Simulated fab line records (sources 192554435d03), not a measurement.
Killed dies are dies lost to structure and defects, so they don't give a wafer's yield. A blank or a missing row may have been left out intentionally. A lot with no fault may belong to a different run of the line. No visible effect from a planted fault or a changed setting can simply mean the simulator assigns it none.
Split-lot experiment + flow n5_finfet + 39 wafers read across 7 lots, on a route 1938 steps long

## ON THE SPLIT
At N5_ZERO_LAYER_DEVELOP_10 (develop time 60 s), the setting develop_time_s was moved away from the recipe's 60 s on 18 of the 39 wafers read, by -51.9% to +38.1%. All remaining wafers had this setting at the recipe value.

## FROM THE SPLIT TO THE READING: what the file shows between them, 1 step
- N5_ZERO_LAYER_HARDBAKE_23: time 120 s

## THE READING
cd_nm (nm) at N5_ZERO_LAYER_CD_MEAS_11, where the cd target is 2000 nm. Fault-free wafers of this fab line usually give 2000.5 nm, standard deviation 1.5 nm.

| wafer  | tool, chamber at the split | develop_time_s as run, s | against the recipe | cd_nm, nm | against lot-mates on the recipe |
|--------|----------------------------|--------------------------|--------------------|-----------|---------------------------------|
| L074.1 | litho_track-01, 0          | 82.89                    | +38.1%             | 2006.5    | +6.7                            |
| L074.2 | litho_track-01, 0          | 82.89                    | +38.1%             | 2008.5    | +8.7                            |
| L074.3 | litho_track-01, 0          | 60                       | recipe             | 1999.7    | -                               |
| L074.4 | litho_track-01, 0          | 60                       | recipe             | 1999.3    | -                               |
| L074.5 | litho_track-01, 0          | 60                       | recipe             | 2000.4    | -                               |
| L074.6 | litho_track-01, 0          | 82.89                    | +38.1%             | 2006.4    | +6.6                            |
| L085.1 | litho_track-01, 0          | 60                       | recipe             | 1999.8    | -                               |
| L085.2 | litho_track-01, 0          | 60                       | recipe             | 1999.7    | -                               |
| L085.3 | litho_track-01, 0          | 38.79                    | -35.4%             | 1991.7    | -8.5                            |
| L085.4 | litho_track-01, 0          | 60                       | recipe             | 2001.2    | -                               |
| L085.5 | litho_track-01, 0          | 38.79                    | -35.4%             | 1991.0    | -9.2                            |
| L085.6 | litho_track-01, 0          | 38.79                    | -35.4%             | 1990.5    | -9.7                            |
| L086.1 | litho_track-05, 0          | 60                       | recipe             | 2001.2    | -                               |
| L086.2 | litho_track-05, 0          | 28.85                    | -51.9%             | 1986.3    | -16.0                           |
| L086.3 | litho_track-05, 0          | 60                       | recipe             | 2002.4    | -                               |
| L086.4 | litho_track-05, 0          | 28.85                    | -51.9%             | 1985.1    | -17.2                           |
| L086.5 | litho_track-05, 0          | 28.85                    | -51.9%             | 1986.7    | -15.6                           |
| L086.6 | litho_track-05, 0          | 60                       | recipe             | 2003.4    | -                               |
| L088.1 | litho_track-03, 0          | 73.53                    | +22.6%             | 2002.2    | +2.9                            |
| L088.2 | litho_track-03, 0          | 73.53                    | +22.6%             | 2001.5    | +2.2                            |
| L088.3 | litho_track-03, 0          | 60                       | recipe             | 1999.2    | -                               |
| L088.4 | litho_track-03, 0          | 60                       | recipe             | 1998.9    | -                               |
| L088.5 | litho_track-03, 0          | 60                       | recipe             | 1999.9    | -                               |
| L088.6 | litho_track-03, 0          | 73.53                    | +22.6%             | 2004.5    | +5.2                            |
| L093.1 | litho_track-03, 0          | 72.34                    | +20.6%             | 2003.0    | +3.6                            |
| L093.2 | litho_track-03, 0          | 60                       | recipe             | 2000.0    | -                               |
| L093.3 | litho_track-03, 0          | 60                       | recipe             | 1998.1    | -                               |
| L093.4 | litho_track-03, 0          | 60                       | recipe             | 2000.2    | -                               |
| L093.5 | litho_track-03, 0          | 72.34                    | +20.6%             | 2004.6    | +5.2                            |
| L093.6 | litho_track-03, 0          | 72.34                    | +20.6%             | 2003.9    | +4.5                            |
| L095.1 | litho_track-05, 0          | 60                       | recipe             | 2001.2    | -                               |
| L095.2 | litho_track-05, 0          | 60                       | recipe             | 1999.0    | -                               |
| L095.3 | litho_track-05, 0          | 60                       | recipe             | 2001.6    | -                               |
| L095.4 | litho_track-05, 0          | 41.97                    | -30.0%             | 1992.1    | -8.5                            |
| L095.5 | litho_track-05, 0          | 41.97                    | -30.0%             | 1992.9    | -7.7                            |
| L095.6 | litho_track-05, 0          | 41.97                    | -30.0%             | 1993.7    | -6.9                            |
| L096.1 | litho_track-05, 0          | 60                       | recipe             | 2001.4    | -                               |
| L096.2 | litho_track-05, 0          | 60                       | recipe             | 2000.3    | -                               |
| L096.5 | litho_track-05, 0          | 60                       | recipe             | 2000.3    | -                               |

THE FIT
A straight line over all 39 wafers: cd_nm changes by +0.228 nm for each +1% of develop_time_s; r = +0.97; the points scatter about the line by 1.5 nm.
The same after taking each lot's own level away (the mean of its wafers on the recipe; 39 wafers): +0.252 nm for each +1%; r = +0.97; scatter 1.4 nm.
That fit puts the effect of the largest move of develop_time_s on the reading at 13 nm.
The lots' own levels span 1999.33 to 2002.33 nm, that is 2.0 times the standard deviation above.
Consequently the slope shifts little with the lot-to-lot level, the two slopes agreeing.
Check: with one of the wafers moved furthest among these (-51.9%) left out of the fit, the line predicts -13.4 nm for it against its lot-mates. Against them it came out at -16 nm.

## THE WHOLE CHAIN: every reading that the file lists as answering this split, in the file's order
| step                     | what it does                                        | reading                                                           | change (the file's fit)               | r (the file's) |
|--------------------------|-----------------------------------------------------|-------------------------------------------------------------------|---------------------------------------|----------------|
| N5_ZERO_LAYER_CD_MEAS_11 | target cd 2000 nm                                   | cd_nm                                                             | +0.255 nm for each +1% of the setting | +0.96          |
| N5_ZERO_LAYER_DESCUM_16  | chemistry O2, time 7.9 s                            | ZERO_LAYER.cd_nm (the simulator's own value, which no gauge read) | +0.249 nm for each +1% of the setting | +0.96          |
| N5_ZERO_LAYER_ETCH_17    | etches SiO2 in CF4, target depth 12 nm, time 13.3 s | ZERO_LAYER.cd_nm (the simulator's own value, which no gauge read) | +0.255 nm for each +1% of the setting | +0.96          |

## FILE'S OWN FIT
cd_nm changes by +0.255 nm for each +1% of develop_time_s, r = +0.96.
